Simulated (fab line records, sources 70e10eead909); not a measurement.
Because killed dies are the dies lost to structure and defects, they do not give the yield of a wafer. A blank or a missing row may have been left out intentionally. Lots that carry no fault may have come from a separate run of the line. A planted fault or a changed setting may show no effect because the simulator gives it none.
Chamber matching | flow nand harc | NHARC_A_STAIRCASE_CMP_450 on cmp-04: 4 sister chambers
The step polishes SiO2, target thk 200 nm. 14 wafers are shown with their chamber, then 7 later ones without.

## WAFERS, EACH WITH ITS CHAMBER
wafer  | chamber | motor current A (A)
L074.4 | 0       | 13.2
L074.5 | 3       | 13.5
L074.6 | 0       | 14.3
L075.2 | 1       | 12.9
L075.3 | 2       | 14.3
L075.5 | 1       | 12.7
L078.1 | 1       | 12.8
L078.3 | 3       | 12.3
L078.4 | 0       | 13.9
L085.1 | 3       | 12.9
L085.2 | 1       | 13.0
L085.3 | 2       | 13.7
L086.3 | 0       | 13.2
L086.4 | 2       | 13.8

SIGNATURES (means of the wafers above)
reading         | chamber 0 | chamber 1 | chamber 2 | chamber 3 | scatter within a chamber
motor current A | 13.650    | 12.850    | 13.933    | 12.900    | 0.432
Rule: for each reading, subtract the chamber's mean from the wafer's reading, divide by that reading's scatter and square the result; add these up over the readings and take the root, which gives the wafer's distance from the chamber. If the next closest chamber is less than 2 further off than the closest, the wafer can't be placed; otherwise it belongs to the closest. The scatter: take each reading less its chamber's mean, square it, sum over the shown wafers, divide by the number of wafers less the number of chambers, and take the root.

## WAFERS WITHOUT THEIR CHAMBER
wafer  | motor current A (A)
L086.6 | 12.9
L089.2 | 13.3
L089.4 | 13.2
L089.5 | 13.7
L095.2 | 12.2
L095.4 | 13.3
L095.6 | 12.2

## CHAMBER TAKEN BY EACH
wafer  | from the rows above               | in truth
L086.6 | can't be placed: 3 or 1 or 0      | 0
L089.2 | can't be placed: 0 or 3 or 1 or 2 | 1
L089.4 | can't be placed: 3 or 1 or 0 or 2 | 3
L089.5 | can't be placed: 0 or 2 or 3 or 1 | 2
L095.2 | can't be placed: 1 or 3 or 0      | 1
L095.4 | can't be placed: 0 or 3 or 1 or 2 | 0
L095.6 | can't be placed: 1 or 3 or 0      | 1
Correct placement for 0 of the 7. These rows do not allow placing 7 (true chamber among the candidates in 7). Number placed wrongly: 0.
